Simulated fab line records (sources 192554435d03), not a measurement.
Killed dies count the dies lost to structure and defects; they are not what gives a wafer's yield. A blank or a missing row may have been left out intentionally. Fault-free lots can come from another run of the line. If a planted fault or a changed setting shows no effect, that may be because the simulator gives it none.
Chamber matching	flow n5Finfet	N5_BEOL_M2_ALD_98 on aldSin-02: 4 sister chambers
The step deposits SiO2, target thk 2.5 nm, pulse time 1 s, co reactant pulse time 1 s. 7 wafers are shown with their chamber, then 8 later ones without.

EACH WAFER AND ITS CHAMBER
wafer	chamber	heaterPowerW (W)	precursorPulseHeightRel
L080.5	3	71	1.006
L083.3	2	83	0.972
L083.5	0	84	1.040
L084.3	0	82	0.966
L084.4	2	84	0.979
L084.5	1	75	0.988
L086.2	1	75	1.026

WAFERS WITHOUT THEIR CHAMBER
wafer	heaterPowerW (W)	precursorPulseHeightRel
L086.5	84	0.995
L086.6	77	0.981
L092.3	83	1.000
L092.4	73	1.029
L092.5	84	1.020
L095.1	75	1.006
L095.4	83	0.996
L095.5	85	1.026

WHICH CHAMBER EACH ONE RAN IN
wafer	from the rows above	in truth
L086.5	can't be placed: 2 or 0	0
L086.6	1	1
L092.3	can't be placed: 0 or 2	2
L092.4	can't be placed: 1 or 3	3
L092.5	can't be placed: 0 or 2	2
L095.1	1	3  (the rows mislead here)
L095.4	can't be placed: 0 or 2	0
L095.5	can't be placed: 2 or 0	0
Correct placement for 1 of the 8. These rows do not allow placing 6 (true chamber among the candidates in 6). Placed wrongly: 1.
How it was worked out, from the rows above alone: a wafer's distance from a chamber is the root of the sum, over the readings, of the square of ((its reading less the chamber's mean) divided by the reading's scatter). The wafer belongs to the nearest chamber; if the next one is less than 2 further off, it can't be placed. A chamber's mean is the mean of its shown wafers. The scatter: the root of (the sum of the squares of (reading less its chamber's mean) over the shown wafers, divided by (wafers less chambers)).
